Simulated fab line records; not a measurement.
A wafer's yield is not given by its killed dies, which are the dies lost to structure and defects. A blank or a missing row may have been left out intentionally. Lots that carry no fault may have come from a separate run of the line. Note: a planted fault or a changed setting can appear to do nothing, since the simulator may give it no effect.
Matching of chambers :: flow n5Finfet :: N5_BEOL_M0_SAQP_SPACER1_ALD_98 on aldSin-03 has 4 sister chambers
The step deposits SiO2, target thk 12.8 nm, pulse time 1 s, purge time 2 s. 8 wafers are shown with their chamber, then 11 later ones without.

WAFERS WITH THEIR CHAMBER
wafer: L081.5
chamber: 1
heaterPowerW (W): 387
precursorPulseHeightRel: 0.999

wafer: L084.6
chamber: 2
heaterPowerW (W): 398
precursorPulseHeightRel: 0.982

wafer: L085.4
chamber: 3
heaterPowerW (W): 486
precursorPulseHeightRel: 0.983

wafer: L085.5
chamber: 1
heaterPowerW (W): 401
precursorPulseHeightRel: 1.022

wafer: L089.1
chamber: 0
heaterPowerW (W): 470
precursorPulseHeightRel: 1.018

wafer: L089.5
chamber: 3
heaterPowerW (W): 502
precursorPulseHeightRel: 0.985

wafer: L089.6
chamber: 0
heaterPowerW (W): 456
precursorPulseHeightRel: 1.019

wafer: L091.1
chamber: 2
heaterPowerW (W): 399
precursorPulseHeightRel: 0.995

WAFERS WITHOUT THEIR CHAMBER
wafer: L091.2
heaterPowerW (W): 494
precursorPulseHeightRel: 1.006

wafer: L091.6
heaterPowerW (W): 489
precursorPulseHeightRel: 0.995

wafer: L092.1
heaterPowerW (W): 409
precursorPulseHeightRel: 1.023

wafer: L092.3
heaterPowerW (W): 488
precursorPulseHeightRel: 0.972

wafer: L092.4
heaterPowerW (W): 474
precursorPulseHeightRel: 0.988

wafer: L094.1
heaterPowerW (W): 469
precursorPulseHeightRel: 1.000

wafer: L094.2
heaterPowerW (W): 483
precursorPulseHeightRel: 1.019

wafer: L094.3
heaterPowerW (W): 388
precursorPulseHeightRel: 1.000

wafer: L096.2
heaterPowerW (W): 404
precursorPulseHeightRel: 0.986

wafer: L096.4
heaterPowerW (W): 471
precursorPulseHeightRel: 0.996

wafer: L096.5
heaterPowerW (W): 396
precursorPulseHeightRel: 0.971

EACH ONE'S CHAMBER
wafer: L091.2
from the rows above: can't be placed: 3 or 0
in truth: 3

wafer: L091.6
from the rows above: 3
in truth: 3

wafer: L092.1
from the rows above: can't be placed: 1 or 2
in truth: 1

wafer: L092.3
from the rows above: 3
in truth: 3

wafer: L092.4
from the rows above: can't be placed: 3 or 0
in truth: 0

wafer: L094.1
from the rows above: can't be placed: 0 or 3
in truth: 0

wafer: L094.2
from the rows above: can't be placed: 0 or 3
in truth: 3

wafer: L094.3
from the rows above: can't be placed: 1 or 2
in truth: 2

wafer: L096.2
from the rows above: 2
in truth: 2

wafer: L096.4
from the rows above: can't be placed: 0 or 3
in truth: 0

wafer: L096.5
from the rows above: 2
in truth: 2
Placed correctly: 4 of 11. These rows do not allow placing 7 (true chamber among the candidates in 7). Placed wrongly: 0.
How it was worked out, from the rows above alone: a wafer's distance from a chamber is the root of the sum, over the readings, of the square of ((its reading less the chamber's mean) divided by the reading's scatter). If the next closest chamber is less than 2 further off than the closest, the wafer can't be placed; otherwise it belongs to the closest. A chamber's mean is the mean of its shown wafers. The scatter: the root of (the sum of the squares of (reading less its chamber's mean) over the shown wafers, divided by (wafers less chambers)).
